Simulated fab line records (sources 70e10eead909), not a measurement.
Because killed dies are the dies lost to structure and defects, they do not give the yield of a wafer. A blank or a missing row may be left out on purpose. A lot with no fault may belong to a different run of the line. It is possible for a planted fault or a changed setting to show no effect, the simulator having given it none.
Chamber matching / flow nand harc / ald hk-04 running NHARC_A_WL_FILL_ALD_00: 3 sister chambers
The step deposits Al2O3, target thk 3 nm, pulse time 3 s, ald cycles 30. 3 wafers are shown with their chamber, then 4 later ones without.

== EACH WAFER AND ITS CHAMBER ==
wafer=L114.4; chamber=3; heater power w (W)=473
wafer=L117.3; chamber=0; heater power w (W)=400
wafer=L117.4; chamber=1; heater power w (W)=502

== WAFERS MISSING THEIR CHAMBER ==
wafer=L117.5; heater power w (W)=399
wafer=L116.4; heater power w (W)=472
wafer=L116.5; heater power w (W)=464
wafer=L126.4; heater power w (W)=493

== WHICH CHAMBER EACH WENT THROUGH ==
wafer=L117.5; from the rows above=0; in truth=0
wafer=L116.4; from the rows above=3; in truth=3
wafer=L116.5; from the rows above=3; in truth=3
wafer=L126.4; from the rows above=can't be placed: 1 or 3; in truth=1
Placed correctly: 3 of 4. Can't be placed from these rows: 1 (the true chamber is among the candidates in 1). Number placed wrongly: 0.
How it was worked out, from the rows above alone: a wafer's distance from a chamber is the root of the sum, over the readings, of the square of ((its reading less the chamber's mean) divided by the reading's scatter). If the next closest chamber is less than 2 further off than the closest, the wafer can't be placed; otherwise it belongs to the closest. Each chamber's mean is taken over the wafers shown for it. The scatter (one wafer shown for each chamber): square how far every hidden wafer sits from the nearest shown wafer, average those squares and take the square root.
